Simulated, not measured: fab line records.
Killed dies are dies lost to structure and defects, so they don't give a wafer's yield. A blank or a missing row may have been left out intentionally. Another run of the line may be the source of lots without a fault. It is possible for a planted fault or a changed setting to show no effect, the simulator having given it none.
Chamber matching | flow n5-finfet | rie-diel-02 running N5_DUMMY_REMOVAL_HM_STRIP_01: 4 sister chambers
The step strips SiNx in CH3F/O2, stops on poly-Si, target depth 4 nm, time 6.8 s. 4 wafers are shown with their chamber, then 9 later ones without.

== WAFERS PAIRED WITH THEIR CHAMBERS ==
wafer  | chamber | showerhead-plenum-p-Torr (Torr)
L078.3 | 2       | 1.96
L084.5 | 0       | 1.99
L084.6 | 1       | 1.97
L085.5 | 3       | 2.06

== WAFERS MISSING THEIR CHAMBER ==
wafer  | showerhead-plenum-p-Torr (Torr)
L091.1 | 2.06
L091.2 | 1.96
L091.6 | 2.06
L097.2 | 1.95
L097.3 | 1.97
L097.6 | 2.06
L096.3 | 2.05
L096.4 | 1.98
L096.6 | 2.05

== WHICH CHAMBER EACH ONE RAN IN ==
wafer  | from the rows above          | in truth
L091.1 | 3                            | 3
L091.2 | can't be placed: 2 or 1      | 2
L091.6 | 3                            | 3
L097.2 | can't be placed: 2 or 1      | 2
L097.3 | can't be placed: 1 or 2      | 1
L097.6 | 3                            | 3
L096.3 | 3                            | 3
L096.4 | can't be placed: 0 or 1 or 2 | 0
L096.6 | 3                            | 3
Placed correctly: 5 of 9. These rows do not allow placing 4 (true chamber among the candidates in 4). Number placed wrongly: 0.
How it was worked out, from the rows above alone: a wafer's distance from a chamber is the root of the sum, over the readings, of the square of ((its reading less the chamber's mean) divided by the reading's scatter). The wafer belongs to the nearest chamber; if the next one is less than 2 further off, it can't be placed. Each chamber's mean is taken over the wafers shown for it. The scatter: root of mean squared gap, hidden wafer to nearest shown wafer, with one shown wafer a chamber.
